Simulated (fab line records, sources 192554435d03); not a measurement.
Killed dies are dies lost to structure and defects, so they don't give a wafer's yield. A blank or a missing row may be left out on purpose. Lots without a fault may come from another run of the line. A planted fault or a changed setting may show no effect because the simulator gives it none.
fab line records | flow n5_finfet
record lots=11 wafers=33 last_day=18
route steps=1938 shown HKMG_FIN@399 PASSIVATION@1936
lots that met no fault: from a run of the same line without faults
start_h: hours from the record's first day to the start of the lot's first wafer shown | wait_h: hours since the lot's step before | " the same as in the row above | L1.1+2: a row that stands for several wafers | - no value, or no start given | * or withheld: withheld | < > ~ a bound
route shown NAME@n: a module of which the file shows steps, and the number in the route of the first | usual: mean/standard deviation of fault-free wafers | same: alike in all rows | chamber/n: place in a boat | sites: the reading at each site | _std_site: their standard deviation | _edge_site: outer sites' mean less inner sites' | radius_mm: how far each site lies from the wafer's centre | mask NAME#n: copy n | behind: the tool/chamber that last shaped the wafer | hold: why the lot was held/for how many hours/how that ended | device: the transistor (n, p or np) that didn't switch | end of line: the same wafers' tests at the end of the route | a step without rows: its recipe alone | killed: dies lost to structure and defects at the first sort, not the wafer's yield | map: a wafer's dies, x killed, . not, _ none there
set.NAME: the setting as run; set.NAME@STEP: as run at that earlier step | model.NAME: the simulator's own value behind a step, which no gauge read
steps of the route over a sample of lots; a table a step, a row a wafer
services: from which hour (start_h, from the record's first day; less than 0 if before it) a tool's chamber was out of use, for how many hours, and why
## steps
# step N5_HKMG_FIN_OVL_MEAS_50
# recipe points_per_wafer=44
# usual NDIPOLE_OVL=-0.4/0.88
# columns lot.wafer tool chamber start_h wait_h NDIPOLE_OVL[nm]
L694.2 overlay-02 0 73.26 0.0 -1.1
L694.3 " 0 " " -0.8
L694.4 " 0 " " -0.8
L695.2 overlay-01 0 82.70 0.0 -0.8
L695.3 " 0 " " -0.3
L695.6 " 0 " " 0.7
L697.2 overlay-02 0 92.49 0.0 -1.9
L697.3 " 0 " " -0.6
L697.5 " 0 " " 0.0
L698.2 overlay-02 0 96.43 0.0 -0.8
L698.5 " 0 " " -0.1
L698.6 " 0 " " -0.1
L699.4 overlay-02 0 106.30 0.0 -0.2
L699.5 " 0 " " -0.1
L699.6 " 0 " " -0.7
L701.3 overlay-01 0 116.95 0.0 0.0
L701.4 " 0 " " -1.2
L701.5 " 0 " " -0.9
L702.1 overlay-01 0 118.27 0.0 -1.7
L702.2 " 0 " " -0.7
L702.3 " 0 " " -1.4
L704.2 overlay-01 0 130.91 0.0 0.3
L704.3 " 0 " " 0.5
L704.5 " 0 " " 1.0
L715.1 overlay-02 0 199.51 0.0 -0.8
L715.3 " 0 " " -0.8
L715.5 " 0 " " -0.1
L716.1 overlay-02 0 202.92 0.0 -1.9
L716.3 " 0 " " -2.4
L716.4 " 0 " " -0.9
L717.3 overlay-01 0 210.48 0.0 -0.7
L717.4 " 0 " " -0.3
L717.5 " 0 " " -0.8
# step N5_HKMG_FIN_ALD_79
# recipe material=TiN target_thk_a=15 temp_c=400 ald_precursor_family=TiCl4 ald_co_reactant=NH3 pulse_time_s=1 purge_time_s=3 co_reactant_purge_time_s=2 co_reactant_pulse_time_s=2 ald_cycles=68 pressure_torr=3
# usual heater_power_w=885/57 precursor_pulse_height_rel=1.002/0.02 susceptor_temp_C=400.00/0.23
# columns lot.wafer tool chamber start_h wait_h heater_power_w precursor_pulse_height_rel susceptor_temp_C
L694.2 ald_metal-03 3 74.69 0.0 1012 1.020 400.08
L694.3 " 2 " " 926 0.970 399.78
L694.4 " 1 " " 968 1.008 400.03
L695.2 ald_metal-04 3 84.12 0.0 840 1.019 399.73
L695.3 " 2 " " 888 0.934 399.82
L695.6 " 3 " " 831 1.011 399.55
L697.2 ald_metal-02 1 93.92 0.0 837 0.996 399.61
L697.3 " 2 " " 850 0.982 400.10
L697.5 " 1 " " 840 0.967 400.14
L698.2 ald_metal-02 3 98.25 0.0 796 1.022 399.74
L698.5 " 3 " " 784 0.979 400.14
L698.6 " 0 " " 964 0.982 400.04
L699.4 ald_metal-02 3 107.83 0.0 802 0.970 400.33
L699.5 " 1 " " 849 0.968 400.16
L699.6 " 0 " " 955 1.008 400.15
L701.3 ald_metal-03 1 118.37 0.0 942 0.980 400.17
L701.4 " 2 " " 904 1.011 399.86
L701.5 " 3 " " 1019 1.037 399.58
L702.1 ald_metal-03 0 119.70 0.0 891 0.981 400.09
L702.2 " 1 " " 951 0.989 399.77
L702.3 " 3 " " 1024 1.006 399.88
L704.2 ald_metal-02 0 132.34 0.0 956 1.034 400.02
L704.3 " 2 " " 858 0.992 400.26
L704.5 " 3 " " 820 1.026 399.58
L715.1 ald_metal-03 2 200.93 0.0 883 0.981 399.98
L715.3 " 3 " " 1023 1.010 399.89
L715.5 " 1 " " 956 1.014 400.01
L716.1 ald_metal-04 0 204.74 0.0 858 1.006 399.71
L716.3 " 2 " " 890 0.981 399.44
L716.4 " 3 " " 836 0.981 399.89
L717.3 ald_metal-04 3 211.91 0.0 841 1.041 400.05
L717.4 " 2 " " 890 1.005 400.08
L717.5 " 1 " " 904 1.014 399.70
# step N5_HKMG_FIN_ALD_36
# recipe material=TiN target_thk_a=10 temp_c=400 ald_precursor_family=TiCl4 ald_co_reactant=NH3 pulse_time_s=1 purge_time_s=3 co_reactant_purge_time_s=2 co_reactant_pulse_time_s=2 ald_cycles=47 pressure_torr=3
# usual heater_power_w=895/64 precursor_pulse_height_rel=1.000/0.022 susceptor_temp_C=400.00/0.23
# columns lot.wafer tool chamber start_h wait_h heater_power_w precursor_pulse_height_rel susceptor_temp_C
L694.2 ald_metal-02 3 75.45 0.0 810 0.996 400.06
L694.3 " 0 " " 945 0.981 400.10
L694.4 " 2 " " 863 1.013 400.41
L695.2 ald_metal-02 1 84.88 0.0 861 0.976 399.80
L695.3 " 0 " " 939 1.007 399.70
L695.6 " 3 " " 807 0.977 400.30
L697.2 ald_metal-04 3 94.74 0.0 844 1.004 400.09
L697.3 " 1 " " 871 1.028 400.23
L697.5 " 3 " " 849 0.986 399.99
L698.2 ald_metal-02 1 99.13 0.0 862 1.001 399.96
L698.5 " 3 " " 801 1.020 400.30
L698.6 " 2 " " 843 1.007 400.44
L699.4 ald_metal-02 2 108.77 0.0 830 0.988 400.22
L699.5 " 2 " " 848 0.962 399.92
L699.6 " 3 " " 771 0.985 399.87
L701.3 ald_metal-03 1 119.14 0.0 932 1.008 400.01
L701.4 " 2 " " 887 1.000 400.17
L701.5 " 0 " " 886 1.009 399.98
L702.1 ald_metal-04 1 120.46 0.0 874 1.044 399.96
L702.2 " 2 " " 836 1.025 400.44
L702.3 " 3 " " 847 0.994 399.87
L704.2 ald_metal-03 2 133.10 0.0 910 0.990 400.09
L704.3 " 0 " " 896 1.039 399.95
L704.5 " 1 " " 943 1.012 400.28
L715.1 ald_metal-03 2 201.69 0.0 900 1.026 399.67
L715.3 " 0 " " 866 0.969 400.07
L715.5 " 1 " " 970 0.989 399.94
L716.1 ald_metal-02 2 205.50 0.0 845 0.997 400.35
L716.3 " 3 " " 799 0.987 400.06
L716.4 " 1 " " 857 1.023 400.24
L717.3 ald_metal-04 2 212.80 0.0 873 0.989 399.97
L717.4 " 0 " " 864 1.026 400.00
L717.5 " 1 " " 893 0.961 399.94
# step N5_HKMG_FIN_EXPOSE_09
# recipe mask_id=NWFM na=1.35 source_shape=conventional sigma_outer=0.8 polarization=unpolarized dose_mj=39.25
# usual exposure_dose_mJ_cm2=39.30/0.081 stage_vel_mm_s=499.96/0.26
# columns lot.wafer tool chamber start_h wait_h mask exposure_dose_mJ_cm2 stage_vel_mm_s
L694.2 arfi_scanner-02 0 76.36 - NWFM#0 39.26 500.12
L694.3 " 0 " " NWFM#0 39.27 500.08
L694.4 " 0 " " NWFM#0 39.27 499.97
L695.2 arfi_scanner-03 0 85.92 - NWFM#0 39.37 500.07
L695.3 " 0 " " NWFM#0 39.40 500.06
L695.6 " 0 " " NWFM#0 39.35 500.19
L697.2 arfi_scanner-03 0 95.79 - NWFM#0 39.33 500.28
L697.3 " 0 " " NWFM#0 39.41 500.06
L697.5 " 0 " " NWFM#0 39.41 499.79
L698.2 arfi_scanner-01 0 100.17 - NWFM#0 39.24 499.74
L698.5 " 0 " " NWFM#0 39.20 499.85
L698.6 " 0 " " NWFM#0 39.16 500.23
L699.4 arfi_scanner-01 0 109.69 - NWFM#0 39.20 499.99
L699.5 " 0 " " NWFM#0 39.25 500.30
L699.6 " 0 " " NWFM#0 39.23 499.87
L701.3 arfi_scanner-03 0 120.06 - NWFM#0 39.36 499.88
L701.4 " 0 " " NWFM#0 39.33 500.39
L701.5 " 0 " " NWFM#0 39.35 500.21
L702.1 arfi_scanner-03 0 121.37 - NWFM#0 45.88 499.47
L702.2 " 0 " " NWFM#0 45.87 499.60
L702.3 " 0 " " NWFM#0 45.92 499.52
L704.2 arfi_scanner-03 0 134.14 - NWFM#0 44.56 500.08
L704.3 " 0 " " NWFM#0 44.59 500.07
L704.5 " 0 " " NWFM#0 44.57 499.88
L715.1 arfi_scanner-02 0 202.72 - NWFM#0 39.24 500.23
L715.3 " 0 " " NWFM#0 39.28 500.28
L715.5 " 0 " " NWFM#0 39.28 500.38
L716.1 arfi_scanner-02 0 206.40 - NWFM#0 39.30 500.12
L716.3 " 0 " " NWFM#0 39.32 500.25
L716.4 " 0 " " NWFM#0 39.31 500.23
L717.3 arfi_scanner-02 0 213.72 - NWFM#0 39.29 500.13
L717.4 " 0 " " NWFM#0 39.27 499.98
L717.5 " 0 " " NWFM#0 39.26 500.08
# step N5_HKMG_FIN_CD_MEAS_12
# recipe target_cd_nm=92.8 landing_energy_ev=500 detector=se_inlens
# usual cd_nm=92.7/0.57
# columns lot.wafer tool chamber start_h wait_h cd_nm
L694.2 cd_sem-01 0 76.48 - 92.6
L694.3 " 0 " " 92.8
L694.4 " 0 " " 91.9
L695.2 cd_sem-01 0 86.04 - 92.7
L695.3 " 0 " " 91.8
L695.6 " 0 " " 92.5
L697.2 cd_sem-03 0 95.91 - 91.9
L697.3 " 0 " " 92.2
L697.5 " 0 " " 92.6
L698.2 cd_sem-03 0 100.29 - 92.0
L698.5 " 0 " " 92.0
L698.6 " 0 " " 92.0
L699.4 cd_sem-03 0 109.81 - 93.2
L699.5 " 0 " " 93.1
L699.6 " 0 " " 93.3
L701.3 cd_sem-03 0 120.17 - 92.4
L701.4 " 0 " " 93.1
L701.5 " 0 " " 92.8
L702.1 cd_sem-03 0 121.49 - 103.2
L702.2 " 0 " " 102.9
L702.3 " 0 " " 103.4
L704.2 cd_sem-01 0 134.26 - 99.9
L704.3 " 0 " " 100.1
L704.5 " 0 " " 100.4
L715.1 cd_sem-02 0 202.84 - 93.2
L715.3 " 0 " " 92.8
L715.5 " 0 " " 92.6
L716.1 cd_sem-01 0 206.52 - 92.9
L716.3 " 0 " " 92.6
L716.4 " 0 " " 92.7
L717.3 cd_sem-03 0 213.83 - 92.3
L717.4 " 0 " " 92.6
L717.5 " 0 " " 92.6
# step N5_PASSIVATION_PROBE_49
# usual killed_at_M0_to_M3=30/8.7 killed_at_M4_up=14/5.4 killed_at_contacts=11/6.4 killed_at_front_end=40/12 killed_at_other=3/3.1 killed_dies=99/17 killed_open=64/12 killed_short=33/8.1
# same gross_dies=1180 killed_at_back_side=0
# columns lot.wafer tool chamber start_h wait_h killed_at_M0_to_M3 killed_at_M4_up killed_at_contacts killed_at_front_end killed_at_other killed_dies killed_open killed_short
L694.2 prober-02 - 262.72 0.1 24 7 12 54 1 98 60 36
L694.3 prober-02 - 262.77 0.1 29 15 19 32 7 102 69 32
L694.4 prober-02 - 262.82 0.2 20 5 11 34 5 75 55 20
L695.2 prober-01 - 288.09 0.1 52 14 3 51 2 122 88 33
L695.3 prober-01 - 288.14 0.1 51 7 7 43 2 110 73 35
L695.6 prober-01 - 288.29 0.3 49 8 9 42 3 111 60 51
L702.1 prober-01 - 320.05 0.0 31 12 15 30 4 92 60 27
L702.2 prober-01 - 320.10 0.1 23 9 1 54 10 97 57 24
L702.3 prober-01 - 320.15 0.1 35 11 11 42 3 102 65 27
L704.2 prober-02 - 346.90 0.1 40 24 7 52 0 123 87 35
L704.3 prober-02 - 346.95 0.1 32 14 7 41 2 96 57 39
L704.5 prober-02 - 347.05 0.2 19 13 3 42 0 77 41 36
L716.1 prober-02 - 417.59 0.0 36 11 16 33 1 97 52 44
L716.3 prober-02 - 417.69 0.1 34 6 3 43 3 89 58 30
L716.4 prober-02 - 417.74 0.2 44 16 19 42 0 121 80 41
# killed by level:class
L694.2 STI_FIN_REVEAL:geometric_particle:open=16 FIN_SAQP:geometric_particle:short=10 MOL_CONTACT_COAG:geometric_particle:open=9 BEOL_M3:geometric_particle:open=9 BEOL_M1:geometric_particle:open=7 FIN_SAQP:geometric_particle:open=5 GATE_CUT:geometric_particle:short=4 BEOL_M0_SAQP:geometric_particle:short=4
L694.3 MOL_CONTACT_COAG:geometric_particle:open=13 FIN_SAQP:geometric_particle:open=11 BEOL_M3:geometric_particle:open=9 FIN_SAQP:geometric_particle:short=7 BEOL_M4:geometric_particle:open=7 MOL_CONTACT_COAG:geometric_particle:short=6 BEOL_M0_SAQP:geometric_particle:short=6 BEOL_M0_SAQP:geometric_particle:open=5
L694.4 BEOL_M3:geometric_particle:open=13 FIN_SAQP:geometric_particle:open=8 MOL_CONTACT_COAG:geometric_particle:short=6 MOL_CONTACT_COAG:geometric_particle:open=5 FIN_SAQP:geometric_particle:short=4 STARTING-WAFER:geometric_particle:open=4 DUMMY_GATE:geometric_particle:open=3 ILD0:geometric_particle:open=3
L695.2 STI_FIN_REVEAL:geometric_particle:open=24 BEOL_M2:geometric_particle:open=13 BEOL_M0_SAQP:geometric_particle:open=11 BEOL_M3:geometric_particle:open=10 BEOL_M0_SAQP:geometric_particle:short=7 BEOL_M1:geometric_particle:open=6 STI_FIN_REVEAL:geometric_particle:short=5 FIN_SAQP:geometric_particle:short=4
L695.3 BEOL_M2:geometric_particle:open=15 STI_FIN_REVEAL:geometric_particle:open=11 BEOL_M3:geometric_particle:open=9 BEOL_M0_SAQP:geometric_particle:short=8 FIN_SAQP:geometric_particle:open=6 FIN_SAQP:geometric_particle:short=5 MOL_CONTACT_COAG:geometric_particle:open=5 BEOL_M1:geometric_particle:open=5
L695.6 BEOL_M0_SAQP:geometric_particle:short=12 BEOL_M0_SAQP:geometric_particle:open=12 FIN_SAQP:geometric_particle:short=10 STI_FIN_REVEAL:geometric_particle:open=9 BEOL_M2:geometric_particle:open=8 FIN_SAQP:geometric_particle:open=5 GATE_CUT:geometric_particle:short=5 MOL_CONTACT_COAG:geometric_particle:open=5
L702.1 MOL_CONTACT_COAG:geometric_particle:open=13 BEOL_M0_SAQP:geometric_particle:short=8 BEOL_M3:geometric_particle:open=8 STI_FIN_REVEAL:geometric_particle:open=6 BEOL_M0_SAQP:geometric_particle:open=6 DUMMY_GATE:geometric_particle:open=5 BEOL_M3:geometric_particle:short=5 HKMG_FIN:area_expose=5
L702.2 HKMG_FIN:area_expose=14 FIN_SAQP:geometric_particle:short=8 BEOL_M3:geometric_particle:open=8 STI_FIN_REVEAL:geometric_particle:open=7 FIN_SAQP:geometric_particle:open=6 PASS1_DEP:geometric_particle:open=6 DUMMY_GATE:geometric_particle:open=4 ILD0:geometric_particle:open=4
L702.3 MOL_CONTACT_COAG:geometric_particle:open=11 BEOL_M3:geometric_particle:open=11 BEOL_M3:geometric_particle:short=9 HKMG_FIN:area_expose=9 STI_FIN_REVEAL:geometric_particle:open=8 FIN_SAQP:geometric_particle:open=7 FIN_SAQP:geometric_particle:short=5 BEOL_M0_SAQP:geometric_particle:open=5
L704.2 DUMMY_GATE:geometric_particle:open=11 BEOL_M4:geometric_particle:open=10 FIN_SAQP:geometric_particle:short=9 BEOL_M0_SAQP:geometric_particle:open=9 BEOL_M1:geometric_particle:open=8 BEOL_M3:geometric_particle:open=8 FIN_SAQP:geometric_particle:open=6 STI_FIN_REVEAL:geometric_particle:open=6
L704.3 BEOL_M0_SAQP:geometric_particle:short=13 STI_FIN_REVEAL:geometric_particle:open=8 MOL_CONTACT_COAG:geometric_particle:open=7 DUMMY_GATE:geometric_particle:open=6 FIN_SAQP:geometric_particle:short=5 BEOL_M0_SAQP:geometric_particle:open=5 GATE_CUT:geometric_particle:short=5 BEOL_M2:geometric_particle:open=5
L704.5 STI_FIN_REVEAL:geometric_particle:open=9 BEOL_M0_SAQP:geometric_particle:short=8 DUMMY_GATE:geometric_particle:open=6 GATE_CUT:geometric_particle:short=6 FIN_SAQP:geometric_particle:short=4 STI_FIN_REVEAL:geometric_particle:short=4 DUMMY_GATE:geometric_particle:short=4 BEOL_M1:geometric_particle:open=4
L716.1 BEOL_M0_SAQP:geometric_particle:short=13 MOL_CONTACT_COAG:geometric_particle:open=13 FIN_SAQP:geometric_particle:short=10 BEOL_M2:geometric_particle:open=6 BEOL_M3:geometric_particle:open=5 STARTING-WAFER:geometric_particle:open=5 FIN_SAQP:geometric_particle:open=3 ILD0:geometric_particle:open=3
L716.3 STI_FIN_REVEAL:geometric_particle:open=12 FIN_SAQP:geometric_particle:open=8 GATE_CUT:geometric_particle:short=8 BEOL_M0_SAQP:geometric_particle:open=8 BEOL_M1:geometric_particle:open=8 BEOL_M0_SAQP:geometric_particle:short=7 BEOL_M2:geometric_particle:open=5 STI_FIN_REVEAL:geometric_particle:short=4
L716.4 MOL_CONTACT_COAG:geometric_particle:open=17 BEOL_M0_SAQP:geometric_particle:open=13 FIN_SAQP:geometric_particle:short=11 FIN_SAQP:geometric_particle:open=10 BEOL_M0_SAQP:geometric_particle:short=9 BEOL_M1:geometric_particle:open=6 BEOL_M2:geometric_particle:open=6 BEOL_M3:geometric_particle:open=6
## services
# columns tool chamber start_h hours kind
ald_metal-04 0 53.37 1.5 repair
arfi_scanner-02 - 55.10 3.1 pm
arfi_scanner-01 - 56.75 0.8 pm
ald_metal-04 - 59.17 0.6 repair
arfi_scanner-02 - 60.05 0.7 repair
ald_metal-02 2 81.29 1.8 repair
ald_metal-03 1 81.93 3.3 repair
arfi_scanner-02 - 97.52 1.3 pm
arfi_scanner-03 - 103.99 1.3 pm
arfi_scanner-03 - 105.55 3.1 pm
ald_metal-04 0 112.37 43.1 repair
arfi_scanner-03 - 123.03 0.8 pm
ald_metal-02 0 139.92 23.9 repair
arfi_scanner-03 - 142.89 0.8 pm
arfi_scanner-02 - 151.21 1.0 pm
arfi_scanner-03 - 155.10 1.0 pm
ald_metal-02 2 166.83 15.7 repair
ald_metal-04 - 168.42 0.4 repair
ald_metal-03 2 174.95 6.9 repair
ald_metal-04 - 177.18 2.8 pm
ald_metal-02 1 182.68 12.8 repair
arfi_scanner-02 - 185.73 1.4 repair
arfi_scanner-02 - 189.66 0.8 pm
ald_metal-04 - 198.62 0.9 repair
## key
first_sign step=N5_HKMG_FIN_EXPOSE_09 reading=exposure_dose_mJ_cm2 direction=up sigmas=73 usual=39.30 struck=45.23
effect step=N5_HKMG_FIN_CD_MEAS_12 reading=cd_nm direction=up sigmas=16 usual=92.7 struck=101.7 through=control_loop
met_at N5_HKMG_FIN_EXPOSE_09
struck_lots L702,L704
tester_left_out L702,L704
loop_trim step=N5_HKMG_FIN_EXPOSE_09 setting=dose lots=L704
not_acting_at N5_HKMG_FIN_OVL_MEAS_50,N5_HKMG_FIN_ALD_79,N5_HKMG_FIN_ALD_36
onset_between 120.06 121.37
fault kind=process_parameter_drift tool=arfi_scanner-03 chamber=- onset_h=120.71 steps=N5_HKMG_FIN_EXPOSE_09 channel=dose_mj offset=6.4623 shape=step acts_in=these_recipes_only stated=39.25
# tester_left_out: of these lots the tester's yield and bins aren't shown, on N5 and GAA mostly nor the transistor test; their killed dies are dies lost to structure and defects alone, not to doping, threshold or leakage, so they don't give the yield
# loop_trim: a control loop set the setting to another value than it would have without faults
